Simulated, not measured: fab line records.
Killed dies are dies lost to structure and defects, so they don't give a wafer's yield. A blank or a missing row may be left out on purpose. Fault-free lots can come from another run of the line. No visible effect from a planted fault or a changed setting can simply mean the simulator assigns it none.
fab line records | flow n5Finfet
[record] lots = 7 | wafers = 21
route steps=1938 shown BEOL_M13@1662 BEOL_M14@1743 BEOL_M15@1808 PASSIVATION@1928
startH: start of the lot's first displayed wafer, in hours after the record's first day | waitH: time in hours since the lot's previous step | " as in the row above | L1.1+2: a single row standing in for several wafers | - either no value or no given start | * or withheld: withheld | < > ~ a bound
route shown NAME@n: a module of which the file shows steps, and the number in the route of the first | usual: mean/standard deviation taken from wafers without a fault | same: alike in all rows | chamber/n: place in a boat | sites: each site's reading | _std_site: the standard deviation of these | _edge_site: inner sites' mean taken away from outer sites' mean | radiusMm: for every site, how far away it sits from the centre of the wafer | mask NAME#n: copy n | behind: the tool/chamber that last shaped the wafer | hold: what put the lot on hold/how long, in hours/how the hold closed | device: names the non-switching transistor (n, p or np) | end of line: the route-end tests of the same wafers | a step with no rows: only its recipe | killed: dies lost to structure and defects at the first sort, not the wafer's yield | map: dies across one wafer; x = killed, . = not, _ = none there
set.NAME: the setting that was run; set.NAME@STEP: the one run at that earlier step | model.NAME: the simulator's own value behind a step, which no gauge read
one table per step and one row per wafer, for lots whose settings were changed on purpose
[[steps]]
[step N5_BEOL_M13_COAT_04]
[recipe] spinRpm = 1625 | resistThkNm = 400
lot.wafer | tool          | chamber | startH | waitH | set.spinRpm | model.coat_of_BEOL_M13_COAT_04.thkNm
L076.2+5  | lithoTrack-04 | 0       | -      | -     | 1625        | 400.6
L076.4    | "             | 0       | "      | "     | 1513        | 415.8
L083.3    | lithoTrack-02 | 0       | -      | -     | 1625        | 402
L083.4    | "             | 0       | "      | "     | 1625        | 400
L083.5    | "             | 0       | "      | "     | 1804        | 381.4
L086.1    | lithoTrack-04 | 0       | -      | -     | 1625        | 402.6
L086.3    | "             | 0       | "      | "     | 1625        | 400.2
L086.5    | "             | 0       | "      | "     | 1625        | 399.8
L089.1    | lithoTrack-03 | 0       | -      | -     | 1625        | 400.8
L089.3    | "             | 0       | "      | "     | 1676        | 395.4
L089.4    | "             | 0       | "      | "     | 1676        | 394.4
L088.2    | lithoTrack-04 | 0       | -      | -     | 1625        | 401.2
L088.3    | "             | 0       | "      | "     | 1625        | 399.8
L088.6    | "             | 0       | "      | "     | 1625        | 401.4
L085.3    | lithoTrack-04 | 0       | -      | -     | 1625        | 401.6
L085.4    | "             | 0       | "      | "     | 1792        | 382.4
L085.5    | "             | 0       | "      | "     | 1792        | 381
L095.2    | lithoTrack-04 | 0       | -      | -     | 1625        | 401.2
L095.3    | "             | 0       | "      | "     | 1625        | 400.6
L095.5    | "             | 0       | "      | "     | 1625        | 401.4
[step N5_BEOL_M13_EBR_06]
[recipe] solvent = PGMEA | ebrWidthMm = 1.5
[step N5_BEOL_M13_SOFTBAKE_05]
[recipe] tempC = 130 | timeS = 60
[step N5_BEOL_M13_DESCUM_15]
[recipe] chemistry = O2 | timeS = 7.9 | sourcePowerW = 50 | biasPowerW = 20 | pressureMtorr = 20 | rfFrequencyHz = 2.712e+07 | tempC = 40 | o2FlowSccm = 225
[step N5_BEOL_M13_ETCH_59]
[recipe] chemistry = N2/H2 | target = BARC | targetDepthA = 890 | overetchA = 267 | timeS = 67.9 | ionEnergyEv = 200 | pressureMtorr = 30 | sourceW = 840 | biasW = 150 | n2FlowSccm = 200 | h2FlowSccm = 200
lot.wafer | tool       | chamber | startH | waitH | set.spinRpm@BEOL_M13_COAT_04 | model.coat_of_BEOL_M13_COAT_04.thkNm
L076.2+5  | rieDiel-04 | 3,0     | 291.44 | 0.0   | 1625                         | 318.8
L076.4    | "          | 2       | "      | "     | 1513                         | 333.8
L083.3    | rieDiel-02 | 0       | 327.00 | 0.0   | 1625                         | 318.6
L083.4    | "          | 1       | "      | "     | 1625                         | 318.8
L083.5    | "          | 1       | "      | "     | 1804                         | 299.8
L086.1    | rieDiel-04 | 2       | 346.04 | 0.0   | 1625                         | 318.4
L086.3    | "          | 3       | "      | "     | 1625                         | 319
L086.5    | "          | 1       | "      | "     | 1625                         | 317.2
L089.1    | rieDiel-04 | 0       | 354.18 | 0.0   | 1625                         | 319
L089.3+4  | "          | 2,1     | "      | "     | 1676                         | 311.8
L088.2    | rieDiel-01 | 3       | 364.39 | 0.0   | 1625                         | 320
L088.3    | "          | 2       | "      | "     | 1625                         | 317.8
L088.6    | "          | 0       | "      | "     | 1625                         | 320.4
L085.3    | rieDiel-04 | 2       | 366.75 | 0.0   | 1625                         | 317.4
L085.4    | "          | 3       | "      | "     | 1792                         | 300.4
L085.5    | "          | 0       | "      | "     | 1792                         | 298.8
L095.2    | rieDiel-01 | 1       | 414.14 | 0.0   | 1625                         | 318.6
L095.3    | "          | 0       | "      | "     | 1625                         | 317
L095.5    | "          | 3       | "      | "     | 1625                         | 318
[step N5_BEOL_M13_VIA_ETCH_16]
[recipe] chemistry = C4F8/O2/Ar | target = SiOC | pressureMtorr = 30 | sourceW = 3000 | biasW = 700 | Ar_flow_sccm = 400 | C4F8_flow_sccm = 15 | O2_flow_sccm = 8 | heInnerTorr = 15 | heOuterTorr = 30 | targetDepthA = 9217 | timeS = withheld | ionEnergyEv = 250 | ends = cleared
lot.wafer | tool       | chamber | startH | waitH | set.timeS@BEOL_M13_ILD_DEP_00 | set.spinRpm@BEOL_M13_COAT_04 | model.coat_of_BEOL_M13_COAT_04.thkNm | model.etch.depthNm
L076.2    | rieDiel-04 | 3       | 291.49 | 0.0   | *                             | 1625                         | 75.4                                 | 825.1
L076.4    | "          | 2       | "      | "     | *                             | 1513                         | 114.8                                | 742.3
L076.5    | "          | 0       | "      | "     | *                             | 1625                         | 67.8                                 | 851.2
L083.3    | rieDiel-02 | 0       | 327.06 | 0.0   | *                             | 1625                         | 39.8                                 | 944.7
L083.4    | "          | 1       | "      | "     | *                             | 1625                         | 42.4                                 | 937.2
L083.5    | "          | 1       | "      | "     | *                             | 1804                         | 47.2                                 | 856.5
L086.1    | rieDiel-04 | 2       | 346.09 | 0.0   | *                             | 1625                         | 88.8                                 | 778.5
L086.3    | "          | 3       | "      | "     | *                             | 1625                         | 89.4                                 | 777.9
L086.5    | "          | 1       | "      | "     | *                             | 1625                         | 61.8                                 | 865.7
L089.1    | rieDiel-04 | 0       | 354.23 | 0.0   | *                             | 1625                         | 70                                   | 843.7
L089.3    | "          | 2       | "      | "     | *                             | 1676                         | 61.6                                 | 847.6
L089.4    | "          | 1       | "      | "     | *                             | 1676                         | 69.2                                 | 822.7
L088.2    | rieDiel-01 | 3       | 364.45 | 0.0   | *                             | 1625                         | 72                                   | 840.4
L088.3    | "          | 2       | "      | "     | *                             | 1625                         | 69.6                                 | 841
L088.6    | "          | 0       | "      | "     | *                             | 1625                         | 33.8                                 | 971.1
L085.3    | rieDiel-04 | 2       | 366.80 | 0.0   | *                             | 1625                         | 72.6                                 | 830.2
L085.4    | "          | 3       | "      | "     | *                             | 1792                         | 51.6                                 | 843.2
L085.5    | "          | 0       | "      | "     | *                             | 1792                         | 51.8                                 | 837.1
L095.2    | rieDiel-01 | 1       | 414.19 | 0.0   | *                             | 1625                         | 75.4                                 | 823.9
L095.3    | "          | 0       | "      | "     | *                             | 1625                         | 74                                   | 823.8
L095.5    | "          | 3       | "      | "     | *                             | 1625                         | 66.4                                 | 852.6
[step N5_BEOL_M13_STRIP_63]
[recipe] chemistry = N2/H2 | powerW = 1000 | tempC = 250 | h2Frac = 0.65 | overashFraction = 0.3 | pressureMtorr = 1000 | n2FlowSccm = 1750 | h2FlowSccm = 3250
[usual] stripTimeToEndpointS = 27.6/1.1
lot.wafer | tool           | chamber | startH | waitH | set.timeS@BEOL_M13_ILD_DEP_00 | set.spinRpm@BEOL_M13_COAT_04 | stripTimeToEndpointS
L076.2    | plasmaAsher-01 | 0       | 291.73 | -     | 166.4                         | 1625                         | 29.2
L076.4    | "              | 1       | "      | "     | 147.6                         | 1513                         | 40.3
L076.5    | "              | 0       | "      | "     | 166.4                         | 1625                         | 27.0
L083.3    | plasmaAsher-02 | 0       | 327.32 | -     | 185.9                         | 1625                         | 18.4
L083.4    | "              | 1       | "      | "     | 185.9                         | 1625                         | 19.2
L083.5    | "              | 0       | "      | "     | 166.4                         | 1804                         | 20.7
L086.1    | plasmaAsher-02 | 0       | 346.33 | -     | 150.4                         | 1625                         | 33.1
L086.3    | "              | 1       | "      | "     | 150.4                         | 1625                         | 33.3
L086.5    | "              | 0       | "      | "     | 166.4                         | 1625                         | 25.2
L089.1    | plasmaAsher-01 | 0       | 354.46 | -     | 166.4                         | 1625                         | 27.7
L089.3    | "              | 1       | "      | "     | 166.4                         | 1676                         | 25.2
L089.4    | "              | 0       | "      | "     | 158.7                         | 1676                         | 27.4
L088.2    | plasmaAsher-02 | 0       | 364.68 | -     | 166.4                         | 1625                         | 28.3
L088.3    | "              | 0       | "      | "     | 166.4                         | 1625                         | 27.6
L088.6    | "              | 1       | "      | "     | 190.1                         | 1625                         | 16.4
L085.3    | plasmaAsher-02 | 0       | 367.06 | -     | 166.4                         | 1625                         | 28.4
L085.4    | "              | 1       | "      | "     | 166.4                         | 1792                         | 22.1
L085.5    | "              | 1       | "      | "     | 166.4                         | 1792                         | 22.2
L095.2    | plasmaAsher-02 | 0       | 414.43 | -     | 166.4                         | 1625                         | 29.3
L095.3    | "              | 1       | "      | "     | 166.4                         | 1625                         | 28.8
L095.5    | "              | 1       | "      | "     | 166.4                         | 1625                         | 26.6
[step N5_BEOL_M13_PEB_26]
[recipe] pebTempC = 130 | pebTimeS = 90
lot.wafer  | tool          | chamber | startH | waitH | set.pebTimeS
L076.2+4   | lithoTrack-04 | 0       | 292.15 | 0.0   | 90
L076.5     | "             | 0       | "      | "     | 79.56
L083.3+4   | lithoTrack-02 | 0       | 327.72 | 0.0   | 90
L083.5     | "             | 0       | "      | "     | 110.1
L086.1+3   | lithoTrack-02 | 0       | 346.88 | 0.1   | 90
L086.5     | "             | 0       | "      | "     | 107.3
L089.1+3+4 | lithoTrack-03 | 0       | 355.01 | 0.1   | 90
L088.2+3+6 | lithoTrack-03 | 0       | 365.10 | 0.0   | 90
L085.3+4   | lithoTrack-03 | 0       | 367.60 | 0.0   | 73.38
L085.5     | "             | 0       | "      | "     | 90
L095.2+3+5 | lithoTrack-03 | 0       | 414.98 | 0.0   | 90
[step N5_BEOL_M13_DEVELOP_27]
[recipe] developTimeS = 45 | rinseLiquid = diw | dry = airSpin | devTempC = 21
[step N5_BEOL_M13_HARDBAKE_32]
[recipe] tempC = 130 | timeS = 120
[step N5_BEOL_M13_CD_MEAS_28]
[recipe] targetCdNm = 209.5 | landingEnergyEv = 500 | detector = seInlens
[usual] cdNm = 209.0/0.93
lot.wafer | tool     | chamber | startH | waitH | set.pebTimeS@BEOL_M13_PEB_26 | cdNm
L076.2    | cdSem-02 | 0       | 292.26 | -     | 90                           | 208.7
L076.4    | "        | 0       | "      | "     | 90                           | 209.5
L076.5    | "        | 0       | "      | "     | 79.56                        | 206.0
L083.3    | cdSem-01 | 0       | 327.84 | -     | 90                           | 209.7
L083.4    | "        | 0       | "      | "     | 90                           | 209.8
L083.5    | "        | 0       | "      | "     | 110.1                        | 214.9
L086.1    | cdSem-01 | 0       | 347.00 | -     | 90                           | 209.2
L086.3    | "        | 0       | "      | "     | 90                           | 209.4
L086.5    | "        | 0       | "      | "     | 107.3                        | 212.7
L089.1    | cdSem-02 | 0       | 355.12 | -     | 90                           | 207.5
L089.3    | "        | 0       | "      | "     | 90                           | 208.6
L089.4    | "        | 0       | "      | "     | 90                           | 208.8
L088.2    | cdSem-02 | 0       | 365.22 | -     | 90                           | 208.7
L088.3    | "        | 0       | "      | "     | 90                           | 209.6
L088.6    | "        | 0       | "      | "     | 90                           | 209.5
L085.3    | cdSem-01 | 0       | 367.71 | -     | 73.38                        | 202.3
L085.4    | "        | 0       | "      | "     | 73.38                        | 203.4
L085.5    | "        | 0       | "      | "     | 90                           | 208.1
L095.2    | cdSem-01 | 0       | 415.09 | -     | 90                           | 209.7
L095.3    | "        | 0       | "      | "     | 90                           | 210.7
L095.5    | "        | 0       | "      | "     | 90                           | 209.4
[step N5_BEOL_M13_DESCUM_33]
[recipe] chemistry = O2 | timeS = 7.9 | sourcePowerW = 50 | biasPowerW = 20 | pressureMtorr = 20 | rfFrequencyHz = 2.712e+07 | tempC = 40 | o2FlowSccm = 225
lot.wafer | tool       | chamber | startH | waitH | set.timeS | set.pebTimeS@BEOL_M13_PEB_26 | model.BEOL_M13.cdNm
L076.2    | rieDiel-01 | 3       | 292.35 | 0.0   | 9.245     | 90                           | 208.6
L076.4    | "          | 1       | "      | "     | 7.9       | 90                           | 209.2
L076.5    | "          | 2       | "      | "     | 9.245     | 79.56                        | 205.4
L083.3    | rieDiel-01 | 2       | 327.92 | 0.0   | 9.372     | 90                           | 209.6
L083.4    | "          | 3       | "      | "     | 7.9       | 90                           | 209.6
L083.5    | "          | 0       | "      | "     | 7.9       | 110.1                        | -
L086.1    | rieDiel-04 | 2       | 347.09 | 0.0   | 7.9       | 90                           | 209
L086.3    | "          | 3       | "      | "     | 7.9       | 90                           | 209.6
L086.5    | "          | 2       | "      | "     | 6.748     | 107.3                        | 212.2
L089.1    | rieDiel-01 | 1       | 355.21 | 0.0   | 7.9       | 90                           | 208.2
L089.3    | "          | 0       | "      | "     | 7.347     | 90                           | 208.6
L089.4    | "          | 1       | "      | "     | 7.347     | 90                           | 209.2
L088.2    | rieDiel-02 | 1       | 365.30 | 0.0   | 7.9       | 90                           | 208.8
L088.3    | "          | 2       | "      | "     | 7.9       | 90                           | 209.2
L088.6    | "          | 2       | "      | "     | 9.533     | 90                           | 209.6
L085.3    | rieDiel-04 | 0       | 367.80 | 0.0   | 7.9       | 73.38                        | 202.4
L085.4    | "          | 3       | "      | "     | 7.9       | 73.38                        | 203.2
L085.5    | "          | 3       | "      | "     | 7.9       | 90                           | 208.2
L095.2    | rieDiel-01 | 1       | 415.18 | 0.0   | 7.9       | 90                           | 209.8
L095.3    | "          | 3       | "      | "     | 7.9       | 90                           | 210.4
L095.5    | "          | 1       | "      | "     | 7.9       | 90                           | 209.4
[step N5_BEOL_M13_ETCH_67]
[recipe] chemistry = CF4 | target = SiARC | targetDepthA = 1430 | timeS = 238.3 | ionEnergyEv = 80 | pressureMtorr = 40 | sourceW = 545 | biasW = 36 | Ar_flow_sccm = 100 | cf4FlowSccm = 100 | ends = cleared
[step N5_BEOL_M13_ETCH_68]
[recipe] chemistry = N2/H2 | target = SOC | maskMaterial = SiARC | sourceW = 3000 | biasW = 350 | tempC = 40 | timeS = 355 | ionEnergyEv = 200 | pressureMtorr = 30 | n2FlowSccm = 200 | h2FlowSccm = 200
lot.wafer | tool       | chamber | startH | waitH | set.pebTimeS@BEOL_M13_PEB_26 | model.BEOL_M13.cdNm
L076.2    | rieDiel-01 | 3       | 292.53 | 0.1   | 90                           | 209.4
L076.4    | "          | 1       | "      | "     | 90                           | 210
L076.5    | "          | 2       | "      | "     | 79.56                        | 206.4
L083.3    | rieDiel-01 | 2       | 328.10 | 0.1   | 90                           | 209.6
L083.4    | "          | 3       | "      | "     | 90                           | 210.2
L083.5    | "          | 0       | "      | "     | 110.1                        | 215.2
L086.1    | rieDiel-04 | 2       | 347.27 | 0.1   | 90                           | 209.2
L086.3    | "          | 3       | "      | "     | 90                           | 210.4
L086.5    | "          | 2       | "      | "     | 107.3                        | 213.6
L089.1    | rieDiel-01 | 1       | 355.48 | 0.1   | 90                           | 209.2
L089.3    | "          | 0       | "      | "     | 90                           | 209.8
L089.4    | "          | 1       | "      | "     | 90                           | 209.4
L088.2    | rieDiel-02 | 1       | 365.48 | 0.1   | 90                           | 209.2
L088.3    | "          | 2       | "      | "     | 90                           | 208.8
L088.6    | "          | 2       | "      | "     | 90                           | 208.6
L085.3    | rieDiel-04 | 0       | 367.98 | 0.1   | 73.38                        | 203
L085.4    | "          | 3       | "      | "     | 73.38                        | 203.4
L085.5    | "          | 3       | "      | "     | 90                           | 208.2
L095.2    | rieDiel-01 | 1       | 415.36 | 0.1   | 90                           | 210.2
L095.3    | "          | 3       | "      | "     | 90                           | 212.6
L095.5    | "          | 1       | "      | "     | 90                           | 209
[step N5_BEOL_M14_PEB_26]
[recipe] pebTempC = 130 | pebTimeS = 90
lot.wafer  | tool          | chamber | startH | waitH | set.pebTempC
L076.2+5   | lithoTrack-01 | 0       | 297.28 | 0.0   | 132.6
L076.4     | "             | 0       | "      | "     | 130
L083.3+4   | lithoTrack-01 | 0       | 332.81 | 0.0   | 130
L083.5     | "             | 0       | "      | "     | 131.5
L086.1+5   | lithoTrack-05 | 0       | 355.01 | 0.1   | 127.2
L086.3     | "             | 0       | "      | "     | 130
L089.1+3+4 | lithoTrack-04 | 0       | 360.52 | 0.1   | 130
L088.2     | lithoTrack-04 | 0       | 374.89 | 0.0   | 132.1
L088.3+6   | "             | 0       | "      | "     | 130
L085.3+5   | lithoTrack-01 | 0       | 377.58 | 0.0   | 130
L085.4     | "             | 0       | "      | "     | 128.8
L095.2+3+5 | lithoTrack-05 | 0       | 423.42 | 0.0   | 130
[step N5_BEOL_M14_DEVELOP_27]
[recipe] developTimeS = 45 | rinseLiquid = diw | dry = airSpin | devTempC = 21
[step N5_BEOL_M14_HARDBAKE_32]
[recipe] tempC = 130 | timeS = 120
[step N5_BEOL_M14_CD_MEAS_28]
[recipe] targetCdNm = 284.4 | landingEnergyEv = 500 | detector = seInlens
[usual] cdNm = 284.0/1.3
lot.wafer | tool     | chamber | startH | waitH | set.pebTempC@BEOL_M14_PEB_26 | cdNm
L076.2    | cdSem-01 | 0       | 297.39 | -     | 132.6                        | 294.7
L076.4    | "        | 0       | "      | "     | 130                          | 286.0
L076.5    | "        | 0       | "      | "     | 132.6                        | 295.7
L083.3    | cdSem-02 | 0       | 332.93 | -     | 130                          | 282.2
L083.4    | "        | 0       | "      | "     | 130                          | 282.4
L083.5    | "        | 0       | "      | "     | 131.5                        | 291.1
L086.1    | cdSem-03 | 0       | 355.13 | -     | 127.2                        | 268.3
L086.3    | "        | 0       | "      | "     | 130                          | 283.8
L086.5    | "        | 0       | "      | "     | 127.2                        | 268.3
L089.1    | cdSem-03 | 0       | 360.63 | -     | 130                          | 281.7
L089.3    | "        | 0       | "      | "     | 130                          | 283.0
L089.4    | "        | 0       | "      | "     | 130                          | 282.8
L088.2    | cdSem-01 | 0       | 375.00 | -     | 132.1                        | 293.6
L088.3    | "        | 0       | "      | "     | 130                          | 285.4
L088.6    | "        | 0       | "      | "     | 130                          | 286.7
L085.3    | cdSem-01 | 0       | 377.69 | -     | 130                          | 283.4
L085.4    | "        | 0       | "      | "     | 128.8                        | 278.3
L085.5    | "        | 0       | "      | "     | 130                          | 283.2
L095.2    | cdSem-01 | 0       | 423.54 | -     | 130                          | 283.3
L095.3    | "        | 0       | "      | "     | 130                          | 283.4
L095.5    | "        | 0       | "      | "     | 130                          | 283.8
[step N5_BEOL_M14_DESCUM_33]
[recipe] chemistry = O2 | timeS = 7.9 | sourcePowerW = 50 | biasPowerW = 20 | pressureMtorr = 20 | rfFrequencyHz = 2.712e+07 | tempC = 40 | o2FlowSccm = 225
lot.wafer | tool       | chamber | startH | waitH | set.pebTempC@BEOL_M14_PEB_26 | model.BEOL_M14.cdNm
L076.2    | rieDiel-05 | 1       | 297.49 | 0.0   | 132.6                        | 294.8
L076.4    | "          | 2       | "      | "     | 130                          | 286
L076.5    | "          | 3       | "      | "     | 132.6                        | 296
L083.3+4  | rieDiel-06 | 0,3     | 333.01 | 0.0   | 130                          | 282.2
L083.5    | "          | 3       | "      | "     | 131.5                        | 291.2
L086.1    | rieDiel-05 | 3       | 355.22 | 0.0   | 127.2                        | 268.2
L086.3    | "          | 2       | "      | "     | 130                          | 283.8
L086.5    | "          | 1       | "      | "     | 127.2                        | 268.4
L089.1    | rieDiel-03 | 2       | 361.04 | 0.4   | 130                          | 281.6
L089.3    | "          | 1       | "      | "     | 130                          | 283
L089.4    | "          | 3       | "      | "     | 130                          | 282.6
L088.2    | rieDiel-06 | 2       | 375.09 | 0.0   | 132.1                        | 293.8
L088.3    | "          | 3       | "      | "     | 130                          | -
L088.6    | "          | 1       | "      | "     | 130                          | 287
L085.3    | rieDiel-03 | 1       | 377.78 | 0.0   | 130                          | 283.6
L085.4    | "          | 3       | "      | "     | 128.8                        | 278.4
L085.5    | "          | 2       | "      | "     | 130                          | 283
L095.2+3  | rieDiel-06 | 2,1     | 423.64 | 0.0   | 130                          | 283.4
L095.5    | "          | 0       | "      | "     | 130                          | 284
[step N5_BEOL_M14_ETCH_68]
[recipe] chemistry = N2/H2 | target = SOC | maskMaterial = SiARC | sourceW = 3000 | biasW = 350 | tempC = 40 | timeS = 450 | ionEnergyEv = 200 | pressureMtorr = 30 | n2FlowSccm = 200 | h2FlowSccm = 200
lot.wafer | tool       | chamber | startH | waitH | set.timeS | set.pebTempC@BEOL_M14_PEB_26 | model.SiARC_of_BEOL_M14_COAT_66.thkNm | model.BEOL_M14.cdNm
L076.2    | rieDiel-05 | 1       | 297.67 | 0.1   | 450       | 132.6                        | 65.8                                  | 289
L076.4    | "          | 2       | "      | "     | 383.6     | 130                          | 72.8                                  | 280
L076.5    | "          | 3       | "      | "     | 383.6     | 132.6                        | 72.8                                  | 289.2
L083.3    | rieDiel-06 | 0       | 333.19 | 0.1   | 450       | 130                          | 64.4                                  | 279.6
L083.4    | "          | 3       | "      | "     | 403.9     | 130                          | 68.4                                  | 278.6
L083.5    | "          | 3       | "      | "     | 403.9     | 131.5                        | 68.6                                  | 287.4
L086.1    | rieDiel-05 | 3       | 355.40 | 0.1   | 496       | 127.2                        | 59.4                                  | 264.6
L086.3    | "          | 2       | "      | "     | 450       | 130                          | 65.8                                  | 280
L086.5    | "          | 1       | "      | "     | 450       | 127.2                        | 64.2                                  | 263.4
L089.1    | rieDiel-03 | 2       | 361.22 | 0.1   | 450       | 130                          | 66.4                                  | 277.2
L089.3    | "          | 1       | "      | "     | 450       | 130                          | 66.2                                  | 279.2
L089.4    | "          | 3       | "      | "     | 450       | 130                          | 66.2                                  | 277.6
L088.2    | rieDiel-06 | 2       | 375.27 | 0.1   | 450       | 132.1                        | 65.8                                  | 288.2
L088.3    | "          | 3       | "      | "     | 514.2     | 130                          | 57.4                                  | 281
L088.6    | "          | 1       | "      | "     | 450       | 130                          | 65.2                                  | 281
L085.3    | rieDiel-03 | 1       | 377.96 | 0.1   | 356.1     | 130                          | 74.8                                  | 277
L085.4    | "          | 3       | "      | "     | 450       | 128.8                        | 65.6                                  | 273.4
L085.5    | "          | 2       | "      | "     | 450       | 130                          | 65.4                                  | 277.8
L095.2    | rieDiel-06 | 2       | 423.82 | 0.1   | 450       | 130                          | 65.4                                  | 280.8
L095.3    | "          | 1       | "      | "     | 450       | 130                          | 65.6                                  | 279
L095.5    | "          | 0       | "      | "     | 450       | 130                          | 65                                    | 279.6
[step N5_BEOL_M15_ETCH_61]
[recipe] chemistry = N2/H2 | target = BARC | targetDepthA = 890 | overetchA = 267 | timeS = 67.9 | ionEnergyEv = 200 | pressureMtorr = 30 | sourceW = 840 | biasW = 150 | n2FlowSccm = 200 | h2FlowSccm = 200
lot.wafer | tool       | chamber | startH | waitH | set.timeS | model.coat_of_BEOL_M15_COAT_22.thkNm | model.BEOL_M15.cdNm
L076.2    | rieDiel-04 | 0       | 303.02 | 0.0   | 52.66     | 732                                  | 393.2
L076.4    | "          | 3       | "      | "     | 52.66     | 733                                  | 393.6
L076.5    | "          | 0       | "      | "     | 67.9      | 718.4                                | 398
L083.3    | rieDiel-04 | 3       | 340.44 | 0.0   | 67.9      | 719.6                                | 399.8
L083.4    | "          | 2       | "      | "     | 67.9      | 715.6                                | 401.4
L083.5    | "          | 1       | "      | "     | 67.9      | 719                                  | 400.2
L086.1    | rieDiel-02 | 1       | 361.16 | 0.0   | 67.9      | 720.6                                | 399.2
L086.3    | "          | 2       | "      | "     | 57.34     | 726.6                                | 395.2
L086.5    | "          | 2       | "      | "     | 67.9      | 717                                  | 398.4
L089.1    | rieDiel-02 | 1       | 367.67 | 0.0   | 67.9      | 716.8                                | 397.4
L089.3    | "          | 2       | "      | "     | 67.9      | 715                                  | 398.6
L089.4    | "          | 3       | "      | "     | 67.9      | 714.6                                | 398.6
L088.2    | rieDiel-02 | 2       | 381.49 | 0.0   | 67.9      | 716.8                                | 399.2
L088.3    | "          | 0       | "      | "     | 67.9      | 717.8                                | 401
L088.6    | "          | 0       | "      | "     | 67.9      | 715.6                                | 398.8
L085.3    | rieDiel-02 | 0       | 387.45 | 0.0   | 58.89     | 728.4                                | 397.4
L085.4    | "          | 3       | "      | "     | 67.9      | 718.8                                | 398.6
L085.5    | "          | 1       | "      | "     | 58.89     | 729.6                                | 397.4
L095.2    | rieDiel-01 | 1       | 431.48 | 0.0   | 67.9      | 714                                  | 400
L095.3    | "          | 3       | "      | "     | 67.9      | 714.8                                | 399
L095.5    | "          | 1       | "      | "     | 67.9      | 717.6                                | 400.2
[step N5_PASSIVATION_DESCUM_46]
[recipe] chemistry = O2 | timeS = 7.9 | sourcePowerW = 50 | biasPowerW = 20 | pressureMtorr = 20 | rfFrequencyHz = 2.712e+07 | tempC = 40 | o2FlowSccm = 225
lot.wafer  | tool       | chamber | startH | waitH | set.timeS
L076.2     | rieDiel-05 | 2       | 323.02 | 0.9   | 7.9
L076.4+5   | "          | 1,2     | "      | "     | 7.348
L083.3+4+5 | rieDiel-06 | 0,1,2   | 360.09 | 0.2   | 7.9
L086.1+3   | rieDiel-05 | 0,3     | 379.70 | 0.0   | 8.504
L086.5     | "          | 1       | "      | "     | 7.9
L089.1+3   | rieDiel-03 | 1,3     | 389.65 | 0.0   | 6.934
L089.4     | "          | 2       | "      | "     | 7.9
L088.2     | rieDiel-03 | 1       | 397.64 | 0.1   | 9.449
L088.3+6   | "          | 3,1     | "      | "     | 7.9
L085.3+4+5 | rieDiel-06 | 3,0,3   | 404.86 | 0.0   | 7.9
L095.2+3+5 | rieDiel-05 | 1,2,1   | 448.50 | 0.0   | 7.9
[[key]]
[split] step = N5_BEOL_M13_COAT_04 | setting = spinRpm | stated = 1625 | by = wafer
[response] step = N5_BEOL_M13_COAT_04 | reading = model.coat_of_BEOL_M13_COAT_04.thkNm | change = -1.91 | per = 1% | r = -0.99
[response] step = N5_BEOL_M13_ETCH_59 | reading = model.coat_of_BEOL_M13_COAT_04.thkNm | change = -1.82 | per = 1% | r = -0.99
[response] step = N5_BEOL_M13_VIA_ETCH_16 | reading = model.coat_of_BEOL_M13_COAT_04.thkNm | slope = -2.14 | per = 1% | togetherWith = timeS@BEOL_M13_ILD_DEP_00 | explained = 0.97
[response] step = N5_BEOL_M13_STRIP_63 | reading = stripTimeToEndpointS | slope = * | per = 1% | togetherWith = timeS@BEOL_M13_ILD_DEP_00 | explained = 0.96
[split] step = N5_BEOL_M13_PEB_26 | setting = pebTimeS | stated = 90 | by = wafer
[response] step = N5_BEOL_M13_CD_MEAS_28 | reading = cdNm | change = +0.234 | per = 1% | r = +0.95
[response] step = N5_BEOL_M13_DESCUM_33 | reading = model.BEOL_M13.cdNm | change = +0.232 | per = 1% | r = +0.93
[response] step = N5_BEOL_M13_ETCH_68 | reading = model.BEOL_M13.cdNm | change = +0.24 | per = 1% | r = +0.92
[split] step = N5_BEOL_M13_DESCUM_33 | setting = timeS | stated = 7.9 | by = wafer
response none clear
[split] step = N5_BEOL_M14_PEB_26 | setting = pebTempC | stated = 130 | by = wafer
[response] step = N5_BEOL_M14_CD_MEAS_28 | reading = cdNm | change = +5.86 | per = 1% | r = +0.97
[response] step = N5_BEOL_M14_DESCUM_33 | reading = model.BEOL_M14.cdNm | change = +5.89 | per = 1% | r = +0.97
[response] step = N5_BEOL_M14_ETCH_68 | reading = model.BEOL_M14.cdNm | change = +5.77 | per = 1% | r = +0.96
[split] step = N5_BEOL_M14_ETCH_68 | setting = timeS | stated = 450 | by = wafer
[response] step = N5_BEOL_M14_ETCH_68 | reading = model.SiARC_of_BEOL_M14_COAT_66.thkNm | change = -0.48 | per = 1% | r = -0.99
[split] step = N5_BEOL_M15_ETCH_61 | setting = timeS | stated = 67.9 | by = wafer
[response] step = N5_BEOL_M15_ETCH_61 | reading = model.coat_of_BEOL_M15_COAT_22.thkNm | change = -0.622 | per = 1% | r = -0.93
[response] step = N5_BEOL_M15_ETCH_61 | reading = model.BEOL_M15.cdNm | change = +0.19 | per = 1% | r = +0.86
[split] step = N5_PASSIVATION_DESCUM_46 | setting = timeS | stated = 7.9 | by = wafer
response none in this file
split outsideThisFile step=N5_BEOL_M13_ILD_DEP_00 setting=timeS
// split outsideThisFile: this setting was split too, and the file shows its column; the key of that split is in another file
